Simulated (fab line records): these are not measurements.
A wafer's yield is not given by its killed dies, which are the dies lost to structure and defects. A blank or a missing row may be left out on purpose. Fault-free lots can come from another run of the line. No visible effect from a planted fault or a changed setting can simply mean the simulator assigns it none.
fab line records	flow nandHarc	part 1 of 2: steps 1 to 4 of 6
[record] lots = 23	wafers = 69	lastDay = 33
route steps=1302 shown A_CONTACT@1045
lots with no fault: from the same line, run without faults
startH: hours from the record's opening day to when the first of the lot's shown wafers began	waitH: time in hours since the lot's previous step	" identical to the entry in the row above	L1.1+2: a row that stands for several wafers	- no value, or no start was given	* or withheld: withheld	< > ~ a bound
route shown NAME@n: NAME is a module with steps in the file, n the number in the route of the first one	usual: average and standard deviation across the fault-free wafers	same: alike in all rows	chamber/n: place in a boat	sites: each site's reading	_std_site: their standard deviation	_edge_site: inner sites' mean taken away from outer sites' mean	radiusMm: for every site, how far away it sits from the centre of the wafer	mask NAME#n: copy n	behind: the tool/chamber that last shaped the wafer	hold: why the lot was held/for how many hours/how that ended	device: names the non-switching transistor (n, p or np)	end of line: the same wafers' tests at the end of the route	a step given without rows: its recipe and nothing more	killed: dies that structure and defects cost at the first sort, which is not the same as the wafer's yield	map: the dies of a wafer, with x for killed, . for not killed, _ for no die there
set.NAME: the setting the step ran with; set.NAME@STEP: the setting that earlier step ran with	model.NAME: the simulator's own value behind a step, which no gauge read
route steps across a sampled set of lots; one table per step, one row per wafer
services: when a tool's chamber went out of use (startH, in hours from the record's first day, below 0 if earlier), for how many hours, and the reason
[[steps]]
[step NHARC_A_CONTACT_ETCH_77]
[recipe] targetDepthA = 1089	timeS = 54.5	cf4FlowSccm = 100	chf3FlowSccm = 30	arFlowSccm = 0	rfW = 500	biasW = 200	chemistry = CF4/CHF3
[usual] chamberPressureMTorr = 25.000/0.023	drypumpMotorCurrentA = 5.6/0.48	oesProductAu = 0.943/0.024	rfVppV = 371.4/1.5	showerheadPlenumPTorr = 1.60/0.038	throttleValvePct = 16.803/0.0085
lot.wafer	tool	chamber	startH	waitH	chamberPressureMTorr	drypumpMotorCurrentA	oesProductAu	rfHoursCounterH	rfVppV	showerheadPlenumPTorr	throttleValvePct
L075.2	rieDiel-13	1	-	-	25.014	6.1	0.929	29	372.0	1.61	16.796
L075.3	"	2	"	"	25.035	6.0	0.928	29	373.0	1.63	16.798
L075.6	"	1	"	"	24.994	6.1	0.920	-	372.4	1.61	16.795
L074.4	rieDiel-13	2	-	-	25.010	6.0	0.983	29	371.1	1.63	16.802
L074.6	"	1	"	"	25.013	6.0	0.978	-	372.2	1.61	16.807
L074.5	"	2	"	"	25.001	6.0	0.968	-	372.3	1.63	16.800
L076.1	rieDiel-05	2	-	-	25.010	5.9	0.924	28	371.8	1.58	16.784
L076.4	"	3	"	"	24.993	5.8	0.923	23	370.1	1.59	16.796
L076.5	"	0	"	"	24.991	4.7	0.970	-	373.4	1.67	16.810
L077.4	rieDiel-02	3	-	-	24.985	5.1	0.932	34	368.2	1.51	16.797
L077.2	"	2	"	"	25.027	5.7	0.935	41	370.9	1.58	16.829
L077.5	"	3	"	"	25.000	5.1	0.927	-	369.9	1.51	16.797
L078.4	rieDiel-13	0	-	-	25.018	5.8	0.989	1	369.5	1.57	16.800
L078.1	"	1	"	"	24.984	6.1	0.964	1	371.1	1.61	16.801
L078.5	"	1	"	"	25.009	6.0	0.956	-	372.6	1.61	16.792
L079.3	rieDiel-13	0	-	-	25.035	5.8	0.954	2	371.2	1.57	16.797
L079.1	"	1	"	"	25.014	6.1	0.920	2	371.3	1.61	16.802
L079.2	"	2	"	"	25.019	6.0	0.937	2	373.1	1.63	16.815
L080.2	rieDiel-13	2	-	-	24.990	6.0	0.945	5	371.5	1.63	16.802
L080.6	"	0	"	"	25.032	5.8	0.935	-	369.5	1.57	16.793
L080.5	"	1	"	"	25.015	6.0	0.910	-	371.9	1.61	16.812
L082.1	rieDiel-13	0	-	-	25.054	5.8	0.928	8	370.3	1.57	16.810
L082.4	"	2	"	"	25.013	6.1	0.928	9	372.0	1.63	16.788
L082.6	"	0	"	"	25.021	5.8	0.925	-	371.2	1.57	16.801
L081.1	rieDiel-02	3	-	-	24.983	5.1	0.955	0	368.6	1.51	16.802
L081.5	"	0	"	"	24.995	4.9	0.952	-	372.2	1.62	16.797
L081.6	"	1	"	"	24.993	6.0	0.964	-	373.3	1.65	16.796
L083.3	rieDiel-02	2	-	-	24.933	5.7	0.918	2	371.1	1.57	16.794
L083.2	"	0	"	"	24.984	4.9	0.930	4	372.1	1.62	16.817
L083.5	"	2	"	"	25.045	5.7	0.921	-	369.7	1.57	16.793
L085.3	rieDiel-05	3	-	-	25.007	5.7	0.922	9	370.1	1.59	16.802
L085.1	"	0	"	"	25.046	4.7	0.928	8	373.5	1.66	16.803
L085.4	"	1	"	"	25.036	4.7	0.913	7	371.4	1.54	16.804
L084.3	rieDiel-13	2	-	-	24.981	6.0	0.944	18	371.8	1.63	16.805
L084.2	"	1	"	"	24.996	6.1	0.920	17	371.7	1.60	16.794
L084.6	"	2	"	"	25.014	6.0	0.951	-	372.4	1.63	16.805
L086.3	rieDiel-13	2	-	-	25.033	6.0	0.939	19	373.7	1.63	16.804
L086.1	"	0	"	"	24.970	5.8	0.967	11	369.7	1.57	16.805
L086.4	"	0	"	"	25.013	5.8	0.965	-	370.9	1.57	16.788
L090.1	rieDiel-05	3	-	-	25.001	5.8	0.933	24	371.6	1.58	16.799
L090.2	"	1	"	"	25.002	4.7	0.923	23	369.5	1.54	16.802
L090.6	"	3	"	"	25.034	5.8	0.924	-	371.5	1.58	16.811
L091.1	rieDiel-02	0	-	-	24.996	4.9	0.978	28	372.5	1.61	16.795
L091.2	"	1	"	"	24.981	6.1	0.965	29	374.3	1.65	16.801
L091.6	"	0	"	"	24.961	4.8	0.974	-	371.7	1.61	16.802
L088.2	rieDiel-13	1	-	-	24.987	6.1	0.930	25	371.9	1.60	16.802
L088.4	"	2	"	"	25.011	6.0	0.940	26	372.8	1.63	16.807
L088.5	"	2	"	"	24.990	6.0	0.936	-	373.0	1.63	16.811
L089.2	rieDiel-13	1	-	-	25.012	6.1	0.994	25	370.1	1.60	16.799
L089.4	"	2	"	"	24.986	6.0	0.992	26	372.6	1.63	16.795
L089.6	"	1	"	"	24.971	6.1	0.979	-	370.9	1.60	16.801
L092.3	rieDiel-13	3	-	-	25.007	5.1	0.968	28	371.5	1.60	16.799
L092.4	"	1	"	"	24.971	6.1	0.956	28	370.5	1.60	16.808
L092.5	"	3	"	"	24.978	5.2	0.978	-	370.5	1.60	16.806
L094.2	rieDiel-13	2	-	-	25.018	6.0	0.967	30	373.3	1.63	16.803
L094.1	"	1	"	"	24.967	6.1	0.950	30	371.4	1.60	16.798
L094.6	"	2	"	"	24.996	6.0	0.987	-	373.5	1.62	16.792
L093.3	rieDiel-13	1	-	-	25.032	6.0	0.947	30	370.1	1.60	16.814
L093.4	"	2	"	"	24.984	6.0	0.969	30	373.7	1.62	16.798
L093.5	"	1	"	"	24.956	6.0	0.935	-	372.3	1.60	16.819
L096.1	rieDiel-02	2	-	-	25.015	5.7	0.919	39	369.0	1.56	16.815
L096.3	"	3	"	"	24.986	5.1	0.930	40	368.1	1.50	16.809
L096.6	"	2	"	"	25.005	5.7	0.922	-	370.0	1.56	16.794
L095.2	rieDiel-02	3	-	-	24.973	5.1	0.924	42	368.3	1.50	16.796
L095.6	"	3	"	"	24.991	5.1	0.926	-	368.9	1.50	16.807
L095.5	"	0	"	"	25.050	4.9	0.926	-	371.3	1.61	16.799
L097.3	rieDiel-02	1	-	-	25.043	6.1	0.945	48	373.8	1.64	16.796
L097.4	"	0	"	"	24.997	4.9	0.985	50	370.8	1.61	16.797
L097.6	"	1	"	"	24.961	6.1	0.954	-	373.5	1.64	16.807
[step NHARC_A_CONTACT_ETCH_127]
[recipe] sourceW = withheld	pressureMtorr = 20	biasV = 3000	timeS = 197	targetDepthA = 19180	arFlowSccm = withheld	c4f8FlowSccm = withheld	o2FlowSccm = withheld	chemistry = C4F8/O2/Ar
[usual] chamberPressureMTorr = 19.997/0.02
lot.wafer	tool	chamber	startH	waitH	chamberPressureMTorr	rfHoursCounterH
L075.2	harCapEtch-02	0	513.73	0.1	19.979	89
L075.3	"	0	"	"	20.007	-
L075.6	"	0	"	"	19.991	-
L074.4	harCapEtch-01	1	519.46	0.1	19.985	-
L074.6	"	1	"	"	20.012	-
L074.5	"	0	"	"	20.034	-
L076.1	harCapEtch-02	0	519.55	0.1	20.027	91
L076.4	"	0	"	"	19.988	-
L076.5	"	0	"	"	19.952	-
L077.2	harCapEtch-01	1	523.40	0.1	20.025	2
L077.4	"	1	"	"	19.943	-
L077.5	"	0	"	"	19.981	-
L078.1	harCapEtch-02	0	537.91	0.1	19.998	95
L078.4	"	0	"	"	20.020	-
L078.5	"	1	"	"	19.996	-
L079.2	harCapEtch-03	0	541.02	0.1	19.986	52
L079.1	"	1	"	"	19.978	52
L079.3	"	0	"	"	19.996	-
L080.2	harCapEtch-01	1	554.83	0.1	19.987	9
L080.6	"	0	"	"	20.010	-
L080.5	"	1	"	"	19.989	-
L082.1	harCapEtch-02	0	578.07	0.1	19.988	100
L082.4	"	1	"	"	20.021	-
L082.6	"	1	"	"	20.000	-
L081.1	harCapEtch-01	0	583.82	0.1	20.015	13
L081.5	"	0	"	"	20.011	-
L081.6	"	1	"	"	19.988	-
L083.2	harCapEtch-01	1	591.47	0.1	19.979	15
L083.3	"	0	"	"	20.003	-
L083.5	"	0	"	"	19.997	-
L085.1	harCapEtch-01	0	627.72	0.1	19.992	19
L085.4	"	1	"	"	20.009	-
L085.3	"	0	"	"	20.021	-
L084.2	harCapEtch-02	1	630.18	0.1	20.009	107
L084.3	"	1	"	"	19.988	-
L084.6	"	0	"	"	20.013	-
L086.1	harCapEtch-03	1	635.55	0.2	19.973	65
L086.4	"	1	"	"	20.015	-
L086.3	"	0	"	"	20.037	-
L090.2	harCapEtch-02	0	668.03	0.1	19.969	114
L090.1	"	1	"	"	19.977	114
L090.6	"	0	"	"	20.014	-
L091.1	harCapEtch-03	0	671.33	0.2	19.973	70
L091.2	"	1	"	"	20.014	70
L091.6	"	1	"	"	20.006	-
L088.2	harCapEtch-01	0	672.32	0.1	20.013	28
L088.4	"	0	"	"	19.980	-
L088.5	"	0	"	"	19.958	-
L089.2	harCapEtch-02	1	675.35	0.1	20.033	116
L089.4	"	0	"	"	20.010	-
L089.6	"	1	"	"	19.960	-
L092.3	harCapEtch-01	1	693.29	0.1	20.001	-
L092.4	"	0	"	"	19.956	-
L092.5	"	0	"	"	20.025	-
L094.1	harCapEtch-01	0	696.85	0.1	19.987	36
L094.2	"	1	"	"	20.017	36
L094.6	"	0	"	"	19.989	-
L093.3	harCapEtch-03	1	697.50	0.2	20.011	-
L093.4	"	0	"	"	19.992	-
L093.5	"	1	"	"	20.024	-
L096.1	harCapEtch-02	0	703.78	0.1	19.991	123
L096.3	"	0	"	"	19.993	-
L096.6	"	0	"	"	19.988	-
L095.2	harCapEtch-02	1	707.32	0.1	19.986	125
L095.5	"	0	"	"	19.996	-
L095.6	"	1	"	"	19.997	-
L097.4	harCapEtch-03	0	737.43	0.1	19.981	-
L097.3	"	1	"	"	19.997	-
L097.6	"	1	"	"	19.977	-
[step NHARC_A_CONTACT_ETCH_97]
[recipe] targetDepthA = 200	overEtchFrac = 0.5	timeS = 10	ionEnergyEv = 250	c4f6FlowSccm = 25	o2FlowSccm = 20	arFlowSccm = 500	rfW = 600	biasW = 500	chemistry = C4F6/O2
[usual] chamberPressureMTorr = 30.001/0.029	drypumpMotorCurrentA = 5.6/0.49	o2FlowSccm = 20.00/0.063	oesProductAu = 0.964/0.024	rfVppV = 547.9/2.1	showerheadPlenumPTorr = 3.97/0.094	throttleValvePct = 26.904/0.011
[same] overEtchFrac = 0.5
lot.wafer	tool	chamber	startH	waitH	chamberPressureMTorr	drypumpMotorCurrentA	o2FlowSccm	oesProductAu	rfHoursCounterH	rfVppV	showerheadPlenumPTorr	throttleValvePct
L075.2	rieDiel-13	3	-	-	29.978	5.2	20.02	0.946	25	548.1	4.01	26.906
L075.3	"	1	"	"	30.038	6.1	20.04	0.957	29	548.8	4.00	26.906
L075.6	"	3	"	"	30.048	5.2	19.86	0.948	-	547.6	4.01	26.928
L076.1	rieDiel-05	3	-	-	29.962	5.8	20.01	0.951	25	547.1	3.97	26.916
L076.4	"	1	"	"	30.022	4.7	19.87	0.940	32	545.6	3.87	26.884
L076.5	"	3	"	"	30.009	5.8	20.01	0.957	-	546.3	3.97	26.903
L074.4	rieDiel-02	2	-	-	30.037	5.7	20.04	0.991	41	546.8	3.93	26.897
L074.6	"	2	"	"	29.980	5.7	19.96	0.991	-	547.2	3.93	26.912
L074.5	"	3	"	"	30.010	5.2	19.96	0.987	-	545.0	3.78	26.908
L077.4	rieDiel-05	3	-	-	30.030	5.8	20.02	0.995	26	548.2	3.97	26.903
L077.2	"	2	"	"	29.979	5.9	19.86	1.014	33	548.1	3.93	26.903
L077.5	"	3	"	"	29.998	5.8	20.01	1.003	-	548.1	3.97	26.902
L078.1	rieDiel-02	1	-	-	29.963	6.1	20.01	0.919	47	550.9	4.12	26.906
L078.4	"	3	"	"	29.967	5.1	20.01	0.950	40	544.5	3.77	26.913
L078.5	"	0	"	"	30.012	4.9	19.99	0.928	-	549.9	4.04	26.905
L079.2	rieDiel-05	3	-	-	29.985	5.7	20.06	0.934	31	547.4	3.97	26.907
L079.1	"	1	"	"	29.975	4.7	20.03	0.963	38	545.0	3.87	26.903
L079.3	"	2	"	"	29.995	5.9	20.08	0.956	38	547.6	3.93	26.901
L080.2	rieDiel-13	2	-	-	30.003	6.0	19.95	0.952	6	549.4	4.06	26.910
L080.6	"	3	"	"	30.032	5.2	19.98	0.936	-	549.4	4.01	26.905
L080.5	"	0	"	"	29.989	5.8	19.93	0.956	-	546.6	3.91	26.893
L082.1	rieDiel-05	0	-	-	30.043	4.6	19.88	0.961	44	552.7	4.13	26.883
L082.4	"	3	"	"	29.969	5.7	19.99	0.964	46	547.3	3.96	26.909
L082.6	"	0	"	"	30.012	4.7	19.87	0.965	-	551.0	4.13	26.908
L081.1	rieDiel-13	3	585.84	0.1	29.988	5.2	20.07	0.949	10	548.9	4.00	26.894
L081.6	"	1	"	"	29.986	6.1	20.01	0.945	-	550.4	4.00	26.904
L081.5	"	2	"	"	30.019	6.1	20.17	0.972	-	550.4	4.06	26.903
L083.3	rieDiel-13	0	-	-	29.980	5.8	20.11	0.960	10	546.4	3.90	26.921
L083.2	"	2	"	"	29.982	6.0	19.96	1.031	12	549.8	4.06	26.891
L083.5	"	1	"	"	29.975	6.1	20.00	1.013	-	548.9	4.00	26.884
L085.3	rieDiel-02	3	-	-	29.999	5.1	20.14	0.984	21	542.9	3.75	26.907
L085.4	"	0	"	"	29.978	4.9	19.97	0.991	20	547.9	4.02	26.899
L085.1	"	1	"	"	30.040	6.1	20.01	0.986	20	550.1	4.10	26.893
L084.2	rieDiel-13	1	632.16	0.1	30.039	6.1	19.98	0.954	18	547.0	3.99	26.893
L084.3	"	0	"	"	29.989	5.8	19.97	1.013	11	547.4	3.90	26.884
L084.6	"	2	"	"	29.976	6.0	19.91	0.982	-	549.6	4.05	26.906
L086.4	rieDiel-13	2	-	-	30.010	6.0	19.96	0.968	21	549.7	4.05	26.916
L086.1	"	3	"	"	30.030	5.1	19.98	0.937	18	548.7	4.00	26.908
L086.3	"	0	"	"	29.998	5.8	19.97	0.979	13	544.8	3.90	26.895
L090.2	rieDiel-13	0	-	-	30.026	5.8	20.07	1.012	14	547.3	3.90	26.910
L090.1	"	1	"	"	30.003	6.1	19.96	0.947	25	548.4	3.99	26.900
L090.6	"	0	"	"	29.978	5.8	20.01	1.005	-	546.1	3.90	26.917
L091.1	rieDiel-02	2	-	-	29.996	5.7	20.03	0.936	31	547.5	3.90	26.918
L091.2	"	3	"	"	30.033	5.1	19.95	0.937	31	542.9	3.75	26.904
L091.6	"	1	"	"	29.989	6.1	20.04	0.929	-	549.9	4.10	26.907
L088.2	rieDiel-02	3	-	-	29.984	5.1	20.01	0.959	31	543.7	3.75	26.915
L088.4	"	1	"	"	29.981	6.1	20.01	0.959	30	551.9	4.10	26.884
L088.5	"	0	"	"	30.030	4.9	20.02	0.964	-	549.7	4.02	26.883
L089.2	rieDiel-13	2	-	-	30.030	6.0	20.07	0.965	27	549.7	4.05	26.902
L089.4	"	1	"	"	29.958	6.2	19.97	0.951	26	549.0	3.99	26.902
L089.6	"	2	"	"	30.027	6.0	20.03	0.958	-	549.7	4.05	26.900
L092.3	rieDiel-13	0	-	-	29.978	5.8	19.95	0.958	20	545.3	3.90	26.880
L092.4	"	2	"	"	29.980	6.0	19.99	0.972	30	548.2	4.05	26.901
L092.5	"	0	"	"	29.997	5.8	20.03	0.956	-	546.8	3.90	26.893
L094.2	rieDiel-02	0	-	-	30.007	4.9	20.11	0.961	38	546.6	4.01	26.905
L094.1	"	1	"	"	30.038	6.1	19.97	0.954	38	549.6	4.09	26.892
L094.6	"	2	"	"	29.959	5.8	20.09	0.958	-	546.1	3.90	26.903
L093.4	rieDiel-02	2	-	-	30.027	5.7	20.04	0.966	38	546.5	3.90	26.925
L093.3	"	0	"	"	29.996	4.9	19.99	0.989	38	549.3	4.01	26.915
L093.5	"	2	"	"	29.994	5.7	20.07	0.965	-	545.6	3.90	26.907
L096.1	rieDiel-13	0	-	-	30.005	5.8	20.00	1.011	0	546.4	3.90	26.897
L096.3	"	2	"	"	29.960	6.0	19.92	0.994	0	549.6	4.05	26.921
L096.6	"	1	"	"	30.034	6.1	20.07	0.996	-	548.1	3.98	26.912
L095.2	rieDiel-13	0	-	-	30.022	5.8	20.08	1.004	0	545.4	3.90	26.901
L095.5	"	0	"	"	29.990	5.8	20.15	1.010	-	546.3	3.90	26.913
L095.6	"	1	"	"	29.989	6.1	19.93	0.992	-	549.5	3.98	26.918
L097.3	rieDiel-13	3	739.38	0.1	29.995	5.2	20.11	0.948	4	546.6	3.99	26.906
L097.4	"	3	"	"	30.049	5.1	20.12	0.945	-	548.8	3.99	26.888
L097.6	"	1	"	"	29.985	6.2	19.88	0.938	-	548.3	3.98	26.904
[step NHARC_A_CONTACT_DEP_85]
[recipe] targetThkA = 600	targetThkNm = 60	tempC = 400	pressureTorr = 3.5	flowSccm = 200	rfW = 350	material = SiON
[usual] heaterPowerW = 773/67
lot.wafer	tool	chamber	startH	waitH	heaterPowerW
L075.2	pecvd-03	2	518.47	1.2	674
L075.3	"	1	"	"	719
L075.6	"	1	"	"	725
L076.1	pecvd-04	0	525.91	1.5	797
L076.5	"	1	"	"	936
L076.4	"	0	"	"	820
L074.4	pecvd-03	1	526.11	0.7	718
L074.5	"	2	"	"	676
L074.6	"	0	"	"	700
L077.2	pecvd-04	0	529.26	1.2	789
L077.5	"	0	"	"	783
L077.4	"	1	"	"	891
L078.1	pecvd-04	0	544.22	1.5	777
L078.5	"	0	"	"	779
L078.4	"	1	"	"	814
L079.3	pecvd-01	1	549.16	0.9	720
L079.2	"	2	"	"	731
L079.1	"	0	"	"	895
L080.2	pecvd-01	0	564.57	1.2	867
L080.5	"	2	"	"	866
L080.6	"	1	"	"	806
L082.1	pecvd-04	1	584.42	1.5	776
L082.6	"	1	"	"	795
L082.4	"	2	"	"	762
L081.1	pecvd-01	2	588.74	1.5	834
L081.6	"	0	"	"	900
L081.5	"	1	"	"	801
L083.2	pecvd-03	1	596.37	1.2	728
L083.3	"	2	"	"	655
L083.5	"	0	"	"	754
L085.3	pecvd-01	1	632.52	0.9	855
L085.1	"	0	"	"	893
L085.4	"	2	"	"	791
L084.2	pecvd-03	2	636.66	1.2	659
L084.3	"	0	"	"	711
L084.6	"	0	"	"	730
L086.3	pecvd-03	2	640.92	1.0	716
L086.1	"	0	"	"	721
L086.4	"	1	"	"	757
L090.2	pecvd-04	0	673.51	1.2	856
L090.1	"	2	"	"	770
L090.6	"	2	"	"	779
L091.2	pecvd-03	1	678.83	1.2	706
L091.1	"	2	"	"	702
L091.6	"	2	"	"	706
L088.2	pecvd-04	2	679.26	1.2	785
L088.5	"	1	"	"	828
L088.4	"	0	"	"	850
L089.2	pecvd-04	2	681.37	1.2	830
L089.6	"	0	"	"	721
L089.4	"	1	"	"	797
L092.3	pecvd-01	0	698.09	0.9	805
L092.4	"	0	"	"	810
L092.5	"	2	"	"	869
L094.1	pecvd-04	1	702.32	1.5	789
L094.2	"	0	"	"	764
L094.6	"	0	"	"	767
L093.3	pecvd-04	0	703.78	0.9	776
L093.5	"	2	"	"	808
L093.4	"	0	"	"	760
L096.1	pecvd-03	1	708.54	1.5	732
L096.3	"	2	"	"	688
L096.6	"	0	"	"	766
L095.2	pecvd-03	1	712.10	1.2	644
L095.6	"	0	"	"	727
L095.5	"	1	"	"	635
L097.3	pecvd-01	0	742.31	0.9	783
L097.6	"	2	"	"	807
L097.4	"	0	"	"	796
